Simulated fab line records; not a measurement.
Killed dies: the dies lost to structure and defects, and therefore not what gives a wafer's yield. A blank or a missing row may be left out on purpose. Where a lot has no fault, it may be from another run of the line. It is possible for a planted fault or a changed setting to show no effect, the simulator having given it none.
fab line records -- flow n5Finfet
record lots=12, wafers=33, lastDay=20
route steps=1938 shown GATE_CUT@469 TV_OPEN@1887 PASSIVATION@1905
lots untouched by any fault: they come from a run of this same line in which no faults occurred
startH: hours from the record's first day to the start of the lot's first wafer shown -- waitH: how many hours have passed since the lot's step before this one -- " the same as in the row above -- L1.1+2: a single row standing in for several wafers -- - no value present, or no start provided -- * or withheld: withheld -- < > ~ a bound
route shown NAME@n: names a module that has steps shown in the file, with the first one's number in the route -- usual: mean/standard deviation taken from wafers without a fault -- same: alike in all rows -- chamber/n: place in a boat -- sites: per-site readings -- _std_site: their standard deviation -- _edge_site: inner sites' mean taken away from outer sites' mean -- radiusMm: for every site, how far away it sits from the centre of the wafer -- mask NAME#n: copy n -- behind: tool/chamber where the wafer was last shaped -- hold: the reason the lot was held/the length of the hold in hours/how it ended -- device: the transistor (n, p or np) that didn't switch -- end of line: at the end of the route, the tests of the same wafers -- for a step that has no rows: nothing shown but its recipe -- killed: at the first sort, the dies lost to defects and structure; wafer yield is something else -- map: shows each die of a wafer: x if killed, . if not, _ if none is there
set.NAME: setting as actually run; set.NAME@STEP: the setting as run at that earlier step -- model.NAME: the simulator's own value behind a step, which no gauge read
route steps across a sampled set of lots; one table per step, one row per wafer
services: the hour from which a tool's chamber was out of use, counted from the record's first day as startH (under 0 if before that day), plus the number of hours and why
## steps
# step N5_GATE_CUT_ETCH_58
# recipe chemistry=CH3F/O2, target=SiNx, targetDepthA=170, timeS=128.6, ionEnergyEv=50, pressureMtorr=30, sourceW=415, biasW=21, Ar_flow_sccm=150, CH3F_flow_sccm=30, O2_flow_sccm=20
# usual CH3F_flow_sccm=30.00/0.089, drypumpMotorCurrentA=5.6/0.35, oesProductAu=0.80/0.077, rfVppV=99.1/0.97, showerheadPlenumPTorr=2.00/0.075, throttleValvePct=16.29/0.19
lot.wafer,tool,chamber,startH,waitH,CH3F_flow_sccm,drypumpMotorCurrentA,oesProductAu,rfHoursCounterH,rfVppV,showerheadPlenumPTorr,throttleValvePct
L455.4,rieDiel-06,1,96.71,0.1,29.97,5.4,0.88,-,98.5,2.06,16.38
L455.5,rieDiel-06,3,96.71,0.1,29.95,5.8,0.71,-,100.1,2.00,16.50
L456.1,rieDiel-02,2,102.94,0.1,29.92,5.5,0.78,156,100.2,2.01,16.33
L456.4,rieDiel-02,1,102.94,0.1,30.10,5.4,0.90,39,99.3,2.12,16.01
L456.5,rieDiel-02,3,102.94,0.1,30.01,5.7,0.75,-,98.3,1.89,16.39
L457.1,rieDiel-03,2,103.40,0.0,30.17,5.4,0.70,195,99.7,2.07,16.43
L457.3,rieDiel-03,1,103.40,0.0,29.96,6.5,0.79,135,98.2,2.01,16.32
L457.6,rieDiel-03,2,103.40,0.0,30.00,5.4,0.70,-,100.2,2.07,16.45
L458.1,rieDiel-06,2,110.36,0.0,30.00,5.9,0.81,86,97.8,1.86,16.24
L458.4,rieDiel-06,3,110.36,0.0,29.93,5.8,0.71,-,99.1,1.99,16.51
L458.6,rieDiel-06,2,110.36,0.0,30.01,5.9,0.80,-,97.9,1.86,16.22
L461.2,rieDiel-02,0,127.15,0.0,30.00,5.5,0.82,84,99.3,1.94,16.13
L461.4,rieDiel-02,3,127.15,0.0,30.05,5.7,0.74,181,97.6,1.89,16.42
L461.5,rieDiel-02,3,127.15,0.0,30.05,5.7,0.74,-,98.7,1.89,16.40
L463.1,rieDiel-02,3,140.29,0.1,30.10,5.6,0.73,185,97.9,1.89,16.40
L463.4,rieDiel-02,0,140.29,0.1,30.01,5.5,0.81,89,99.0,1.94,16.13
L463.6,rieDiel-02,0,140.29,0.1,30.07,5.5,0.80,-,98.4,1.94,16.12
L467.1,rieDiel-06,2,163.87,0.0,30.01,5.9,0.79,99,98.8,1.85,16.25
L467.2,rieDiel-06,1,163.87,0.0,29.98,5.4,0.86,59,99.1,2.05,16.43
L467.6,rieDiel-06,0,163.87,0.0,30.05,5.5,0.96,-,99.1,1.97,15.95
L468.2,rieDiel-03,0,172.97,0.0,30.08,6.0,0.88,31,98.7,2.03,16.13
L468.6,rieDiel-03,1,172.97,0.0,30.01,6.5,0.77,-,99.1,2.00,16.34
L469.1,rieDiel-03,0,175.84,0.0,30.02,6.0,0.87,32,101.9,2.03,16.15
L469.3,rieDiel-03,2,175.84,0.0,29.93,5.4,0.69,217,100.7,2.07,16.47
L469.5,rieDiel-03,1,175.84,0.0,30.11,6.4,0.78,-,99.2,2.00,16.34
L472.3,rieDiel-03,0,192.28,0.0,30.01,6.0,0.87,36,99.6,2.03,16.14
L472.6,rieDiel-03,0,192.28,0.0,29.91,6.0,0.86,-,99.2,2.03,16.13
L473.4,rieDiel-03,3,199.46,0.0,29.97,4.9,0.75,180,100.2,2.07,16.61
L473.5,rieDiel-03,0,199.46,0.0,30.00,6.0,0.86,-,100.3,2.03,16.11
L473.6,rieDiel-03,3,199.46,0.0,29.82,4.9,0.75,-,100.4,2.07,16.60
L476.1,rieDiel-06,0,221.78,0.0,29.98,5.5,0.91,28,96.8,1.96,15.98
L476.4,rieDiel-06,2,221.78,0.0,30.02,5.9,0.77,114,96.8,1.85,16.29
L476.6,rieDiel-06,1,221.78,0.0,29.71,5.4,0.84,-,99.6,2.05,16.46
# step N5_PASSIVATION_PASS_ETCH_74
# recipe chemistry=CF4/O2, target=SiNx, targetDepthA=2200, timeS=110, ionEnergyEv=100, pressureMtorr=40, sourceW=535, biasW=49, Ar_flow_sccm=100, cf4FlowSccm=100, O2_flow_sccm=10
# usual drypumpMotorCurrentA=5.6/0.32, oesProductAu=0.79/0.083, rfVppV=240/6.4, showerheadPlenumPTorr=2.20/0.077, throttleValvePct=15.99/0.22
lot.wafer,tool,chamber,startH,waitH,drypumpMotorCurrentA,oesProductAu,rfHoursCounterH,rfVppV,showerheadPlenumPTorr,throttleValvePct
L457.1,rieDiel-02,0,325.65,0.0,5.5,0.76,143,233,2.12,15.87
L457.3,rieDiel-02,3,325.65,0.0,5.7,0.68,241,236,2.07,16.18
L457.6,rieDiel-02,2,325.65,0.0,5.5,0.73,-,232,2.19,16.17
L456.1,rieDiel-03,2,330.37,0.0,5.4,0.93,8,240,2.24,15.58
L456.4,rieDiel-03,1,330.37,0.0,6.5,0.74,198,243,2.20,16.14
L456.5,rieDiel-03,3,330.37,0.0,4.9,0.72,-,241,2.27,16.36
L455.4,rieDiel-06,1,331.95,0.0,5.4,0.78,-,252,2.23,16.07
L455.5,rieDiel-06,3,331.95,0.0,5.8,0.67,-,239,2.18,16.32
L458.1,rieDiel-03,0,337.71,0.0,6.0,0.80,81,248,2.24,15.98
L458.4,rieDiel-03,3,337.71,0.0,4.9,0.72,218,242,2.27,16.36
L458.6,rieDiel-03,2,337.71,0.0,5.4,0.92,-,240,2.24,15.57
L461.2,rieDiel-06,1,341.71,0.0,5.4,0.79,110,253,2.22,16.09
L461.4,rieDiel-06,1,341.71,0.0,5.4,0.79,-,251,2.22,16.07
L461.5,rieDiel-06,3,341.71,0.0,5.8,0.67,-,238,2.18,16.34
L463.1,rieDiel-02,1,369.21,0.0,5.4,0.81,123,245,2.31,15.89
L463.4,rieDiel-02,0,369.21,0.0,5.5,0.75,158,233,2.11,15.91
L463.6,rieDiel-02,1,369.21,0.0,5.4,0.82,-,243,2.31,15.90
L468.2,rieDiel-06,2,392.20,0.0,5.8,0.73,156,232,2.04,16.09
L468.6,rieDiel-06,1,392.20,0.0,5.4,0.77,-,252,2.22,16.12
L467.1,rieDiel-02,0,392.73,0.0,5.5,0.74,166,233,2.11,15.93
L467.2,rieDiel-02,3,392.73,0.0,5.7,0.91,8,242,2.32,15.75
L467.6,rieDiel-02,2,392.73,0.0,5.5,0.72,-,234,2.18,16.23
L472.3,rieDiel-03,1,431.25,0.0,6.4,0.72,220,243,2.19,16.20
L472.6,rieDiel-03,0,431.25,0.0,6.0,0.78,-,248,2.23,16.02
L473.4,rieDiel-02,2,453.19,0.0,5.5,1.04,5,231,2.18,15.81
L473.5,rieDiel-02,3,453.19,0.0,5.7,0.86,-,240,2.32,15.78
L473.6,rieDiel-02,2,453.19,0.0,5.5,1.04,-,232,2.18,15.82
L469.1,rieDiel-06,1,463.68,0.0,5.4,0.75,150,253,2.21,16.18
L469.3,rieDiel-06,2,463.68,0.0,5.9,0.72,173,232,2.04,16.12
L469.5,rieDiel-06,3,463.68,0.0,5.8,0.90,-,238,2.17,15.92
L476.1,rieDiel-03,1,472.05,0.0,6.4,0.73,226,244,2.19,16.20
L476.4,rieDiel-03,2,472.05,0.0,5.4,0.86,43,242,2.23,15.65
L476.6,rieDiel-03,3,472.05,0.0,4.9,0.71,-,241,2.26,16.43
# step N5_PASSIVATION_STRIP_14
# recipe chemistry=O2, powerW=600, tempC=60, pressureMtorr=30, rfFrequencyHz=6e+07, biasPowerW=0, overashFraction=0.5, o2FlowSccm=225
# usual drypumpMotorCurrentA=5.6/0.32, oesProductAu=0.79/0.082, rfVppV=3.7/0.92, showerheadPlenumPTorr=2.09/0.073, throttleValvePct=16.68/0.19
lot.wafer,tool,chamber,startH,waitH,drypumpMotorCurrentA,oesProductAu,rfHoursCounterH,rfVppV,showerheadPlenumPTorr,throttleValvePct
L457.1,rieDiel-02,0,325.94,0.1,5.5,0.77,143,3.7,2.02,16.61
L457.3,rieDiel-02,3,325.94,0.1,5.7,0.71,241,3.8,1.95,16.80
L457.6,rieDiel-02,2,325.94,0.1,5.5,0.71,-,4.2,2.08,16.85
L456.1,rieDiel-03,2,330.66,0.1,5.4,0.90,9,4.3,2.18,16.51
L456.4,rieDiel-03,1,330.66,0.1,6.5,0.74,198,3.5,2.11,16.95
L456.5,rieDiel-03,3,330.66,0.1,4.9,0.71,-,3.7,2.16,17.02
L455.4,rieDiel-06,1,332.21,0.0,5.4,0.80,-,3.2,2.10,16.70
L455.5,rieDiel-06,3,332.21,0.0,5.8,0.66,-,7.0,2.04,16.81
L458.1,rieDiel-03,0,337.99,0.1,6.0,0.81,82,3.1,2.12,16.63
L458.4,rieDiel-03,3,337.99,0.1,4.9,0.71,218,5.4,2.16,17.03
L458.6,rieDiel-03,2,337.99,0.1,5.4,0.90,-,4.4,2.18,16.54
L461.2,rieDiel-06,1,342.00,0.1,5.4,0.80,111,3.2,2.10,16.73
L461.4,rieDiel-06,1,342.00,0.1,5.4,0.81,-,3.3,2.10,16.72
L461.5,rieDiel-06,3,342.00,0.1,5.8,0.68,-,3.3,2.04,16.84
L463.1,rieDiel-02,1,369.50,0.1,5.4,0.80,123,4.4,2.19,16.49
L463.4,rieDiel-02,0,369.50,0.1,5.5,0.76,158,3.7,2.01,16.62
L463.6,rieDiel-02,1,369.50,0.1,5.4,0.81,-,3.5,2.19,16.48
L468.2,rieDiel-06,2,392.49,0.1,5.9,0.76,156,3.8,1.95,16.86
L468.6,rieDiel-06,1,392.49,0.1,5.4,0.78,-,3.3,2.09,16.76
L467.1,rieDiel-02,0,393.01,0.1,5.5,0.76,166,3.8,2.01,16.65
L467.2,rieDiel-02,3,393.01,0.1,5.7,0.93,8,5.0,2.20,16.36
L467.6,rieDiel-02,2,393.01,0.1,5.5,0.69,-,2.6,2.07,16.91
L472.3,rieDiel-03,1,431.54,0.1,6.4,0.72,220,4.9,2.10,16.99
L472.6,rieDiel-03,0,431.54,0.1,6.0,0.79,-,3.0,2.12,16.68
L473.4,rieDiel-02,2,453.48,0.1,5.5,0.99,5,4.5,2.07,16.54
L473.5,rieDiel-02,3,453.48,0.1,5.7,0.90,-,2.5,2.20,16.40
L473.6,rieDiel-02,2,453.48,0.1,5.5,0.98,-,3.4,2.07,16.53
L469.1,rieDiel-06,1,463.97,0.1,5.4,0.76,150,2.5,2.09,16.80
L469.3,rieDiel-06,2,463.97,0.1,5.9,0.73,173,2.0,1.94,16.87
L469.5,rieDiel-06,3,463.97,0.1,5.8,0.90,-,4.3,2.03,16.39
L476.1,rieDiel-03,1,472.34,0.1,6.4,0.71,226,4.2,2.10,17.00
L476.4,rieDiel-03,2,472.34,0.1,5.4,0.85,43,3.5,2.16,16.61
L476.6,rieDiel-03,3,472.34,0.1,4.9,0.69,-,4.4,2.15,17.09
# step N5_PASSIVATION_CD_MEAS_30
# recipe targetCdNm=4000, landingEnergyEv=500, detector=seInlens, polarity=opening
# usual cdNm=3999.2/2.7
lot.wafer,tool,chamber,startH,waitH,cdNm
L457.1,cdSem-02,0,326.98,-,4001.1
L457.3,cdSem-02,0,326.98,-,3994.3
L457.6,cdSem-02,0,326.98,-,3998.8
L456.1,cdSem-02,0,332.14,-,3995.2
L456.4,cdSem-02,0,332.14,-,3997.9
L456.5,cdSem-02,0,332.14,-,3994.5
L455.4,cdSem-02,0,333.30,-,3999.4
L455.5,cdSem-02,0,333.30,-,3995.6
L458.1,cdSem-02,0,339.01,-,3996.9
L458.4,cdSem-02,0,339.01,-,3995.8
L458.6,cdSem-02,0,339.01,-,3993.5
L461.2,cdSem-02,0,343.08,-,3997.3
L461.4,cdSem-02,0,343.08,-,3999.2
L461.5,cdSem-02,0,343.08,-,4001.5
L463.1,cdSem-01,0,370.43,-,3999.4
L463.4,cdSem-01,0,370.43,-,3999.2
L463.6,cdSem-01,0,370.43,-,3996.4
L468.2,cdSem-03,0,394.07,-,4000.2
L468.6,cdSem-03,0,394.07,-,3998.0
L467.1,cdSem-01,0,394.60,-,3998.7
L467.2,cdSem-01,0,394.60,-,3996.2
L467.6,cdSem-01,0,394.60,-,3999.3
L472.3,cdSem-02,0,433.67,-,4000.3
L472.6,cdSem-02,0,433.67,-,4001.8
L473.4,cdSem-03,0,454.78,-,3998.0
L473.5,cdSem-03,0,454.78,-,3997.0
L473.6,cdSem-03,0,454.78,-,3993.3
L469.1,cdSem-02,0,465.19,-,3999.3
L469.3,cdSem-02,0,465.19,-,3998.6
L469.5,cdSem-02,0,465.19,-,4002.2
L476.1,cdSem-02,0,473.21,-,3999.9
L476.4,cdSem-02,0,473.21,-,3997.5
L476.6,cdSem-02,0,473.21,-,3998.3
# step N5_PASSIVATION_PROBE_49
# usual killed_at_M0_to_M3=36/10, killed_at_M4_up=14/5.2, killedAtContacts=12/6, killedAtFrontEnd=37/10, killedAtOther=4/3.3, killedDies=104/18, killedOpen=68/14, killedShort=34/7.4
# same grossDies=1180, killedAtBackSide=0
lot.wafer,tool,chamber,startH,waitH,killed_at_M0_to_M3,killed_at_M4_up,killedAtContacts,killedAtFrontEnd,killedAtOther,killedDies,killedOpen,killedShort
L458.1,prober-01,-,344.30,0.0,53,14,14,30,5,116,85,29
L458.4,prober-01,-,344.45,0.2,27,25,29,31,5,117,77,33
L458.6,prober-01,-,344.55,0.3,56,18,23,41,0,138,96,40
L461.2,prober-02,-,348.20,0.1,44,16,20,127,7,214,77,35
L461.4,prober-02,-,348.30,0.2,44,27,12,57,6,146,102,42
L461.5,prober-02,-,348.35,0.2,63,26,14,36,7,146,95,48
L463.1,prober-01,-,375.60,0.0,28,16,9,40,3,96,62,34
L463.4,prober-01,-,375.75,0.2,22,16,6,147,1,192,49,29
L463.6,prober-01,-,375.85,0.3,36,10,7,148,1,202,58,36
L473.4,prober-02,-,460.19,0.2,42,10,7,22,0,81,54,26
L473.5,prober-02,-,460.24,0.2,42,10,6,27,1,86,55,30
L473.6,prober-02,-,460.29,0.3,54,9,16,23,1,103,72,30
L469.1,prober-01,-,470.34,0.0,36,12,9,43,1,101,64,35
L469.3,prober-01,-,470.44,0.1,27,15,4,47,11,104,76,27
L469.5,prober-01,-,470.54,0.2,22,6,12,49,6,95,62,31
L476.1,prober-01,-,478.20,0.0,42,11,3,34,7,97,57,39
L476.4,prober-01,-,478.35,0.2,32,16,13,49,6,116,72,43
L476.6,prober-01,-,478.45,0.3,41,11,5,36,2,95,68,25
# killed by level:class
L458.1 BEOL_M3:geometricParticle:open=15 MOL_CONTACT_COAG:geometricParticle:open=14 DUMMY_GATE:geometricParticle:open=10 BEOL_M0_SAQP:geometricParticle:open=9 BEOL_M0_SAQP:geometricParticle:short=9 BEOL_M2:geometricParticle:open=8 BEOL_M4:geometricParticle:open=7 BEOL_M1:geometricParticle:open=4
L458.4 MOL_CONTACT_COAG:geometricParticle:open=21 BEOL_M3:geometricParticle:open=9 MOL_CONTACT_COAG:geometricParticle:short=8 BEOL_M4:geometricParticle:open=8 FIN_SAQP:geometricParticle:open=6 BEOL_M0_SAQP:geometricParticle:open=5 HKMG_FIN:areaEtch=5 GATE_CUT:geometricParticle:open=4
L458.6 MOL_CONTACT_COAG:geometricParticle:open=17 BEOL_M0_SAQP:geometricParticle:open=13 FIN_SAQP:geometricParticle:open=11 BEOL_M1:geometricParticle:open=11 BEOL_M0_SAQP:geometricParticle:short=11 BEOL_M2:geometricParticle:open=9 BEOL_M3:geometricParticle:open=8 FIN_SAQP:geometricParticle:short=7
L461.2 GATE_CUT:unspecified=101 MOL_CONTACT_COAG:geometricParticle:open=15 BEOL_M3:geometricParticle:open=14 BEOL_M0_SAQP:geometricParticle:open=10 BEOL_M0_SAQP:geometricParticle:short=8 BEOL_M4:geometricParticle:open=6 MOL_CONTACT_COAG:geometricParticle:short=5 BEOL_M1:geometricParticle:open=5
L461.4 STI_FIN_REVEAL:geometricParticle:open=24 BEOL_M4:geometricParticle:open=14 BEOL_M3:geometricParticle:open=11 MOL_CONTACT_COAG:geometricParticle:open=8 BEOL_M2:geometricParticle:open=8 BEOL_M0_SAQP:geometricParticle:short=7 STARTING-WAFER:geometricParticle:open=7 ILD0:geometricParticle:open=5
L461.5 BEOL_M3:geometricParticle:open=15 BEOL_M2:geometricParticle:open=15 BEOL_M4:geometricParticle:open=13 MOL_CONTACT_COAG:geometricParticle:open=11 BEOL_M0_SAQP:geometricParticle:short=9 BEOL_M0_SAQP:geometricParticle:open=6 STARTING-WAFER:geometricParticle:open=6 BEOL_M3:geometricParticle:short=5
L463.1 FIN_SAQP:geometricParticle:short=12 FIN_SAQP:geometricParticle:open=9 BEOL_M0_SAQP:geometricParticle:open=8 MOL_CONTACT_COAG:geometricParticle:open=7 ILD0:geometricParticle:open=5 BEOL_M0_SAQP:geometricParticle:short=5 BEOL_M2:geometricParticle:open=5 GATE_CUT:geometricParticle:short=4
L463.4 GATE_CUT:unspecified=113 FIN_SAQP:geometricParticle:short=15 FIN_SAQP:geometricParticle:open=8 BEOL_M0_SAQP:geometricParticle:open=7 BEOL_M3:geometricParticle:open=6 BEOL_M4:geometricParticle:open=6 MOL_CONTACT_COAG:geometricParticle:open=5 BEOL_M0_SAQP:geometricParticle:short=5
L463.6 GATE_CUT:unspecified=108 FIN_SAQP:geometricParticle:short=11 BEOL_M0_SAQP:geometricParticle:open=10 BEOL_M0_SAQP:geometricParticle:short=10 BEOL_M3:geometricParticle:open=10 FIN_SAQP:geometricParticle:open=9 GATE_CUT:geometricParticle:short=7 MOL_CONTACT_COAG:geometricParticle:open=7
L473.4 BEOL_M3:geometricParticle:open=8 BEOL_M3:geometricParticle:short=7 BEOL_M1:geometricParticle:open=7 BEOL_M0_SAQP:geometricParticle:open=6 MOL_CONTACT_COAG:geometricParticle:open=6 BEOL_M2:geometricParticle:open=6 BEOL_M1:geometricParticle:short=5 FIN_SAQP:geometricParticle:open=4
L473.5 BEOL_M3:geometricParticle:open=14 BEOL_M1:geometricParticle:open=9 MOL_CONTACT_COAG:geometricParticle:open=6 BEOL_M0_SAQP:geometricParticle:short=6 FIN_SAQP:geometricParticle:open=5 GATE_CUT:geometricParticle:short=5 BEOL_M0_SAQP:geometricParticle:open=5 ILD0:geometricParticle:short=4
L473.6 MOL_CONTACT_COAG:geometricParticle:open=14 BEOL_M3:geometricParticle:open=13 BEOL_M0_SAQP:geometricParticle:open=10 BEOL_M0_SAQP:geometricParticle:short=9 BEOL_M2:geometricParticle:open=9 BEOL_M1:geometricParticle:open=5 GATE_CUT:geometricParticle:short=4 BEOL_M3:geometricParticle:short=4
L469.1 BEOL_M2:geometricParticle:open=12 STI_FIN_REVEAL:geometricParticle:open=11 FIN_SAQP:geometricParticle:open=9 FIN_SAQP:geometricParticle:short=6 BEOL_M0_SAQP:geometricParticle:open=6 GATE_CUT:geometricParticle:short=5 MOL_CONTACT_COAG:geometricParticle:open=5 BEOL_M4:geometricParticle:open=5
L469.3 FIN_SAQP:geometricParticle:open=22 GATE_CUT:geometricParticle:open=9 FIN_SAQP:geometricParticle:short=8 BEOL_M0_SAQP:geometricParticle:short=8 BEOL_M5:geometricParticle:open=8 BEOL_M0_SAQP:geometricParticle:open=6 MIM_TOP:geometricParticle:open=5 STI_FIN_REVEAL:geometricParticle:open=4
L469.5 FIN_SAQP:geometricParticle:open=14 MOL_CONTACT_COAG:geometricParticle:open=10 STI_FIN_REVEAL:geometricParticle:open=9 GATE_CUT:geometricParticle:short=8 FIN_SAQP:geometricParticle:short=5 BEOL_M1:geometricParticle:open=5 DUMMY_GATE:geometricParticle:open=4 BEOL_M2:geometricParticle:short=4
L476.1 BEOL_M0_SAQP:geometricParticle:short=10 BEOL_M3:geometricParticle:open=9 BEOL_M0_SAQP:geometricParticle:open=8 STI_FIN_REVEAL:geometricParticle:open=7 FIN_SAQP:geometricParticle:short=6 FIN_SAQP:geometricParticle:open=5 BEOL_M1:geometricParticle:open=5 DUMMY_GATE:geometricParticle:open=4
L476.4 STI_FIN_REVEAL:geometricParticle:open=23 BEOL_M0_SAQP:geometricParticle:short=10 MOL_CONTACT_COAG:geometricParticle:open=8 STI_FIN_REVEAL:geometricParticle:short=6 BEOL_M1:geometricParticle:open=6 GATE_CUT:geometricParticle:open=5 MOL_CONTACT_COAG:geometricParticle:short=5 FIN_SAQP:geometricParticle:short=4
L476.6 BEOL_M3:geometricParticle:open=11 BEOL_M2:geometricParticle:open=8 BEOL_M0_SAQP:geometricParticle:open=6 FIN_SAQP:geometricParticle:open=5 STI_FIN_REVEAL:geometricParticle:open=5 DUMMY_GATE:geometricParticle:open=5 GATE_CUT:geometricParticle:open=5 MOL_CONTACT_COAG:geometricParticle:open=5
## services
tool,chamber,startH,hours,kind
rieDiel-02,2,105.66,4.1,repair
rieDiel-02,0,109.46,16.2,repair
rieDiel-02,3,114.40,6.5,repair
rieDiel-03,1,114.46,10.7,repair
rieDiel-03,3,139.89,3.5,repair
rieDiel-02,2,162.48,6.6,repair
rieDiel-06,3,163.11,4.1,repair
rieDiel-03,3,200.07,23.7,repair
rieDiel-03,2,220.43,3.6,repair
rieDiel-02,3,230.01,2.4,repair
rieDiel-02,0,252.10,6.5,repair
rieDiel-03,2,285.40,-,clean
rieDiel-03,2,285.40,-,consumableReplace:focusRing
rieDiel-03,2,285.40,16.3,scheduledDown
rieDiel-03,2,285.40,16.3,ventCycle
rieDiel-06,2,331.76,38.5,repair
rieDiel-02,3,351.50,-,clean
rieDiel-02,3,351.50,-,consumableReplace:focusRing
rieDiel-02,3,351.50,-,consumableReplace:showerhead
rieDiel-03,-,377.95,28.1,pm
rieDiel-02,-,383.26,0.5,repair
rieDiel-03,1,436.31,21.0,repair
rieDiel-06,-,440.85,5.4,repair
rieDiel-02,1,457.33,10.4,repair
## key
firstSign step=N5_PASSIVATION_PROBE_49, reading=killedAtFrontEnd, direction=up, sigmas=10, usual=37, struck=141
effect step=N5_PASSIVATION_PROBE_49, reading=killedDies, direction=up, sigmas=5.6, usual=104, struck=203
moreKillsBornAt N5_GATE_CUT_ETCH_58@rieDiel-02=322
metAt N5_GATE_CUT_ETCH_58
struckLots L461,L463
struckWafers L461.2,L463.4,L463.6
testerLeftOut L461,L463
notActingAt N5_PASSIVATION_PASS_ETCH_74,N5_PASSIVATION_STRIP_14,N5_PASSIVATION_CD_MEAS_30
fault kind=chamberParticleSource, tool=rieDiel-02, chamber=0, onsetH=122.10, steps=N5_GATE_CUT_ETCH_58, ratePerVisitCm2=0.62074, endH=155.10
# testerLeftOut: of these lots the tester's yield and bins aren't shown, on N5 and GAA mostly nor the transistor test; their killed dies are dies lost to structure and defects alone, not to doping, threshold or leakage, so they don't give the yield
